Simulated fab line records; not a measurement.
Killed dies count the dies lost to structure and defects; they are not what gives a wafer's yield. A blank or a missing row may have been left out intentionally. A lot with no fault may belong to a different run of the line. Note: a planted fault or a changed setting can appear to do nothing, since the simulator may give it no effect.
Matching of chambers	flow n5-finfet	rie-diel-04 running N5_BEOL_M7_STRIP_67: 4 sister chambers
The step strips in CF4. 27 wafers are shown with their chamber, then 12 later ones without.

## WAFERS, EACH WITH ITS CHAMBER
wafer	chamber	drypump-motor-current-A (A)	showerhead-plenum-p-Torr (Torr)	oes-product-au (a.u.)
L075.2	0	5.3	1.81	0.91
L075.5	1	5.6	1.80	0.79
L075.6	2	4.7	1.68	0.71
L077.1	2	4.7	1.68	0.71
L077.3	1	5.7	1.80	0.78
L077.6	2	4.7	1.68	0.70
L078.4	1	5.7	1.80	0.78
L078.5	0	5.3	1.81	0.90
L078.6	3	6.4	1.77	0.74
L080.3	2	4.8	1.68	0.70
L080.4	3	6.4	1.77	0.73
L080.5	1	5.6	1.80	0.77
L082.2	0	5.3	1.81	0.88
L082.3	2	4.7	1.67	0.70
L082.6	0	5.3	1.81	0.88
L084.1	0	5.3	1.81	0.88
L084.4	3	6.4	1.76	0.73
L084.6	3	6.5	1.76	0.73
L086.1	0	5.3	1.81	0.86
L086.2	3	6.4	1.76	0.72
L086.3	1	5.7	1.79	0.76
L087.1	1	5.7	1.79	0.75
L087.2	0	5.3	1.81	0.86
L087.4	2	4.7	1.67	0.69
L085.1	3	6.4	1.76	0.72
L085.4	0	5.3	1.81	0.86
L085.6	0	5.3	1.81	0.86

SIGNATURES (averages over the wafers above)
reading	chamber 0	chamber 1	chamber 2	chamber 3	scatter within a chamber
drypump-motor-current-A	5.300	5.667	4.717	6.417	0.0361
showerhead-plenum-p-Torr	1.8100	1.7967	1.6767	1.7633	0.00417
oes-product-au	0.8767	0.7717	0.7017	0.7283	0.0139
Rule: for each reading, subtract the chamber's mean from the wafer's reading, divide by that reading's scatter and square the result; add these up over the readings and take the root, which gives the wafer's distance from the chamber. If the next closest chamber is less than 2 further off than the closest, the wafer can't be placed; otherwise it belongs to the closest. The scatter: the root of (the sum of the squares of (reading less its chamber's mean) over the shown wafers, divided by (wafers less chambers)).

## WAFERS WITHOUT THEIR CHAMBER
wafer	drypump-motor-current-A (A)	showerhead-plenum-p-Torr (Torr)	oes-product-au (a.u.)
L089.2	6.4	1.76	0.71
L089.3	5.7	1.79	0.75
L089.6	5.6	1.79	0.75
L094.2	5.3	1.80	0.85
L094.3	4.7	1.88	0.96
L094.5	5.3	1.80	0.85
L095.1	4.7	1.88	0.96
L095.2	5.3	1.80	0.84
L095.4	5.6	1.79	0.75
L097.1	5.6	1.79	0.74
L097.4	5.3	1.80	0.83
L097.5	4.8	1.87	0.94

## THE CHAMBER EACH PASSED THROUGH
wafer	from the rows above	in truth
L089.2	3	3
L089.3	1	1
L089.6	1	1
L094.2	0	0
L094.3	0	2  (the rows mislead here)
L094.5	0	0
L095.1	0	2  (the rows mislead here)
L095.2	0	0
L095.4	1	1
L097.1	1	1
L097.4	0	0
L097.5	0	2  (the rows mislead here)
Placed correctly: 9 of 12. From these rows, 0 cannot be placed. 3 placed wrongly.
